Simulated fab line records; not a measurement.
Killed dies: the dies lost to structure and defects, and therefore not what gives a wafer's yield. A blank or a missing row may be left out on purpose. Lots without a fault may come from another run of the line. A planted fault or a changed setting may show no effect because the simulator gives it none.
Which tool is to blame?    flow n5-finfet    11 lots, 33 wafers sampled, at 5 steps of a route of 1938

== WHAT THE GAUGES READ, wafer by wafer ==
N5_BEOL_M12_THK_MEAS_01. Usual: for M12_ILD_THK the level is 655 nm and the standard deviation is 9.5.
lot   measured      on             M12_ILD_THK (nm)  flag
L212  day 11 04:06  film-metro-01  639 660 664       
L211  day 11 07:10  film-metro-01  648 657 655       
L213  day 12 00:41  film-metro-02  648 656 663       
L214  day 12 09:07  film-metro-01  647 660 666       
L215  day 12 09:20  film-metro-02  651 659 661       
L216  day 12 09:34  film-metro-01  637 650 649       
L217  day 12 20:56  film-metro-02  672 674 670       
L219  day 13 08:44  film-metro-02  648 657 657       
L221  day 13 17:54  film-metro-02  649 650 658       
L226  day 15 01:02  film-metro-02  631 645 652       
L229  day 15 05:13  film-metro-01  657 649 663       

N5_BEOL_M12_OVL_MEAS_11. Usual: for V11_OVL the level is 0 nm and the standard deviation is 4.9.
lot   measured      on          V11_OVL (nm)  flag
L212  day 11 04:34  overlay-02  0 0 5         
L211  day 11 07:37  overlay-01  9 1 5         
L213  day 12 01:01  overlay-01  2 -6 -6       
L214  day 12 09:26  overlay-02  5 8 -1        
L215  day 12 09:40  overlay-02  -1 -4 2       
L216  day 12 09:54  overlay-01  0 1 -1        
L217  day 12 22:27  overlay-01  -3 -5 -5      
L219  day 13 09:04  overlay-01  0 -11 0       
L221  day 13 18:14  overlay-02  5 9 5         
L226  day 15 01:22  overlay-01  21 20 18      OFF
L229  day 15 05:33  overlay-02  17 27 23      OFF

N5_BEOL_M12_CD_MEAS_17 targets a cd of 140 nm. Usual: cd-nm 140.2 nm, standard deviation 1.8.
lot   measured      on         cd-nm (nm)         flag
L212  day 11 05:07  cd-sem-03  138.8 140.7 141.3  
L211  day 11 08:14  cd-sem-01  139.2 141.7 140.2  
L213  day 12 01:34  cd-sem-01  141.8 139.5 139.2  
L214  day 12 09:59  cd-sem-02  140.9 138.1 138.6  
L215  day 12 10:15  cd-sem-01  142.3 144.4 142.3  
L216  day 12 10:46  cd-sem-01  141.2 140.9 137.9  
L217  day 12 23:02  cd-sem-02  140.0 138.6 138.2  
L219  day 13 09:38  cd-sem-01  140.0 138.5 140.6  
L221  day 13 18:49  cd-sem-01  141.2 140.0 138.6  
L226  day 15 01:55  cd-sem-03  140.2 139.7 140.4  
L229  day 15 06:24  cd-sem-02  138.0 139.3 139.1  

== TOOL THAT RAN EACH LOT (tool first, then ch and the chambers of the sampled wafers, then the start) ==
lot   N5_BEOL_M12_EXPOSE_07              N5_BEOL_M12_ETCH_59
L212  krf-scanner-02 ch 0, day 11 04:22  rie-diel-01 ch 2,3, day 11 04:39
L211  krf-scanner-01 ch 0, day 11 07:26  rie-diel-03 ch 0,2,3, day 11 07:46
L213  krf-scanner-01 ch 0, day 12 00:49  rie-diel-01 ch 2,3, day 12 01:07
L214  krf-scanner-01 ch 0, day 12 09:15  rie-diel-01 ch 1,2, day 12 09:32
L215  krf-scanner-01 ch 0, day 12 09:28  rie-diel-01 ch 1,2, day 12 09:48
L216  krf-scanner-01 ch 0, day 12 09:42  rie-diel-03 ch 0,1,3, day 12 10:17
L217  krf-scanner-02 ch 0, day 12 22:15  rie-diel-05 ch 0,1,3, day 12 22:32
L219  krf-scanner-02 ch 0, day 13 08:53  rie-diel-05 ch 0,3, day 13 09:10
L221  krf-scanner-02 ch 0, day 13 18:02  rie-diel-05 ch 0,2,3, day 13 18:21
L226  krf-scanner-02 ch 0, day 15 01:10  rie-diel-03 ch 0,1,2, day 15 01:28
L229  krf-scanner-02 ch 0, day 15 05:20  rie-diel-01 ch 0,2, day 15 05:47
- N5_BEOL_M12_EXPOSE_07: exposes mask V11.
- N5_BEOL_M12_ETCH_59: etches BARC in N2/H2, target depth 89 nm, overetch 26.7 nm, time 67.9 s.

== AS READ BY THE TOOLS THEMSELVES (means over the sampled wafers that have a number; for cases with no such wafer, the mark the record gives instead) ==
N5_BEOL_M12_EXPOSE_07. Usual: exposure-dose-mJ-cm2 32.45, standard deviation 0.031; focus-offset-nm -0.1 nm, standard deviation 0.64; reticle-temp-C 22.99 C, standard deviation 0.11.
lot   tool            exposure-dose-mJ-cm2  focus-offset-nm (nm)  reticle-temp-C (C)  flag
L212  krf-scanner-02  32.46                 -0.5                  23.10               
L211  krf-scanner-01  32.44                 0.3                   22.90               
L213  krf-scanner-01  32.44                 -0.4                  22.87               
L214  krf-scanner-01  32.47                 -0.2                  23.05               
L215  krf-scanner-01  32.48                 -0.5                  23.11               
L216  krf-scanner-01  32.46                 0.2                   22.82               
L217  krf-scanner-02  32.48                 1.0                   22.90               
L219  krf-scanner-02  32.45                 -0.9                  22.91               
L221  krf-scanner-02  32.49                 0.8                   23.03               
L226  krf-scanner-02  32.47                 -0.5                  23.01               
L229  krf-scanner-02  32.40                 0.3                   22.96               

N5_BEOL_M12_ETCH_59. Usual: drypump-motor-current-A 5.7 A, standard deviation 0.37; oes-product-au 0.67 a.u., standard deviation 0.072; rf-vpp-V 524.1 V, standard deviation 2.3; showerhead-plenum-p-Torr 2.55 Torr, standard deviation 0.069; throttle-valve-pct 17.87 %, standard deviation 0.25.
lot   tool         drypump-motor-current-A (A)  oes-product-au (a.u.)  rf-vpp-V (V)  showerhead-plenum-p-Torr (Torr)  throttle-valve-pct (%)  flag
L212  rie-diel-01  5.6                          0.66                   522.6         2.50                             18.13                   
L211  rie-diel-03  5.5                          0.64                   523.2         2.54                             17.71                   
L213  rie-diel-01  5.7                          0.71                   523.0         2.49                             18.05                   
L214  rie-diel-01  5.8                          0.65                   522.9         2.50                             17.71                   
L215  rie-diel-01  5.8                          0.65                   522.2         2.50                             17.72                   
L216  rie-diel-03  5.8                          0.66                   524.0         2.55                             17.74                   
L217  rie-diel-05  5.8                          0.67                   527.5         2.63                             17.94                   
L219  rie-diel-05  5.8                          0.67                   526.8         2.64                             18.13                   
L221  rie-diel-05  5.7                          0.75                   526.3         2.64                             18.04                   
L226  rie-diel-03  5.5                          0.63                   524.8         2.56                             17.86                   
L229  rie-diel-01  5.8                          0.71                   521.4         2.48                             17.96                   

== THE ANSWER, worked out from the rows above alone ==
Rule: lot off if the mean of its wafers having a number is beyond 3 standard deviations from the usual mean. A lot without any number at a reading at which 4 lots or more have one is off too. Any other lot the step has rows for is counted as sound. The gauges are gone through in route order, then the tools' own readings, and for those a lot's mean is taken as printed above. The first step at which some lot is off is used, and at that step the reading that is off furthest; a lot without a number counts as furthest.
Off: at N5_BEOL_M12_OVL_MEAS_11 (V11_OVL), L226, L229.
If a tool, at a process step before that reading, ran all the lots that are off and no sound lot after the first of them, it fits. Those tools and the gauges at N5_BEOL_M12_OVL_MEAS_11 are tried in the same way. One candidate fits, namely krf-scanner-02 at N5_BEOL_M12_EXPOSE_07. Its last sound lot is L221 (day 13 18:02), its first lot that is off L226 (day 15 01:10): a fault that began between those two fits.

== WHAT THE SIMULATOR HAD PUT IN ==
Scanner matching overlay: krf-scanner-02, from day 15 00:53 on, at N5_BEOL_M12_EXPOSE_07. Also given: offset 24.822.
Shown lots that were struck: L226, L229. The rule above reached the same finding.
